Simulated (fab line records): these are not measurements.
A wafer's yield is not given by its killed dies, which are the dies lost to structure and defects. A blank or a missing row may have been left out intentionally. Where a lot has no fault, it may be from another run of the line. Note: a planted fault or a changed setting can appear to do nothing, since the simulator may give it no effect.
Matching of chambers    flow n5 finfet    3 sister chambers for N5_BEOL_M3_PECVD_72 on pecvd-02
The step deposits SiO2 from TEOS/O2, target thk 16 nm, time 18 s. 3 wafers are shown with their chamber, then 9 later ones without.

== WAFERS, EACH WITH ITS CHAMBER ==
wafer   chamber  throttle valve pct (%)
L103.1  0        22.7
L103.5  1        22.5
L103.6  2        21.3

== WAFERS WITHOUT THEIR CHAMBER ==
wafer   throttle valve pct (%)
L105.1  23.1
L105.3  22.3
L105.5  21.5
L113.3  21.0
L113.5  20.9
L113.6  22.3
L116.4  22.3
L116.5  21.7
L116.6  20.9

== WHICH CHAMBER EACH WENT THROUGH ==
wafer    from the rows above            in truth
L105.1   can't be placed: 0 or 1        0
L105.3   can't be placed: 1 or 0        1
L105.5   2                              2
L113.3   2                              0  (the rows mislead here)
L113.5   2                              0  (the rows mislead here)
L113.6   can't be placed: 1 or 0        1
L116.4   can't be placed: 1 or 0        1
L116.5   can't be placed: 2 or 1 or 0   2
L116.6   2                              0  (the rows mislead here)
Correctly placed: 1 of 9. Unplaceable from these rows: 5, with the true chamber sitting among the candidates in 5. Number placed wrongly: 3.
How it was worked out, from the rows above alone: a wafer's distance from a chamber is the root of the sum, over the readings, of the square of ((its reading less the chamber's mean) divided by the reading's scatter). The wafer belongs to the nearest chamber; if the next one is less than 2 further off, it can't be placed. Each chamber's mean is taken over the wafers shown for it. The scatter (one wafer shown for each chamber): square how far every hidden wafer sits from the nearest shown wafer, average those squares and take the square root.
